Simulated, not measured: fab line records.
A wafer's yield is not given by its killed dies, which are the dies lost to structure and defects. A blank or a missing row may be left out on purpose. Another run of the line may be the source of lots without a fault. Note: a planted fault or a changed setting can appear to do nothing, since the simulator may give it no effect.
Chamber matching :: flow n5Finfet :: N5_BEOL_M9_DESCUM_16 on rieDiel-01: 4 sister chambers
The step chemistry O2, time 7.9 s. 4 wafers are shown with their chamber, then 7 later ones without.

WAFERS WITH THEIR CHAMBER
wafer: L157.6
chamber: 1
throttleValvePct (%): 20.03

wafer: L163.5
chamber: 0
throttleValvePct (%): 20.66

wafer: L163.6
chamber: 2
throttleValvePct (%): 20.55

wafer: L165.4
chamber: 3
throttleValvePct (%): 20.73

WAFERS WITHOUT THEIR CHAMBER
wafer: L165.6
throttleValvePct (%): 20.56

wafer: L167.1
throttleValvePct (%): 20.77

wafer: L167.2
throttleValvePct (%): 20.67

wafer: L167.6
throttleValvePct (%): 20.56

wafer: L170.1
throttleValvePct (%): 20.08

wafer: L170.2
throttleValvePct (%): 20.65

wafer: L170.3
throttleValvePct (%): 20.59

WHICH CHAMBER EACH ONE RAN IN
wafer: L165.6
from the rows above: 2
in truth: 2

wafer: L167.1
from the rows above: 3
in truth: 3

wafer: L167.2
from the rows above: can't be placed: 0 or 3
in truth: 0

wafer: L167.6
from the rows above: 2
in truth: 2

wafer: L170.1
from the rows above: 1
in truth: 1

wafer: L170.2
from the rows above: 0
in truth: 0

wafer: L170.3
from the rows above: can't be placed: 2 or 0
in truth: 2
Correctly placed: 5 of 7. Not placeable from these rows: 2 (in 2, the candidates include the true chamber). Placed wrongly: 0.
How it was worked out, from the rows above alone: a wafer's distance from a chamber is the root of the sum, over the readings, of the square of ((its reading less the chamber's mean) divided by the reading's scatter). The wafer belongs to the nearest chamber; if the next one is less than 2 further off, it can't be placed. A chamber's mean is the mean of its shown wafers. The scatter: with one shown wafer a chamber, the root of the mean of the squares of how far each hidden wafer lies from its nearest shown one.
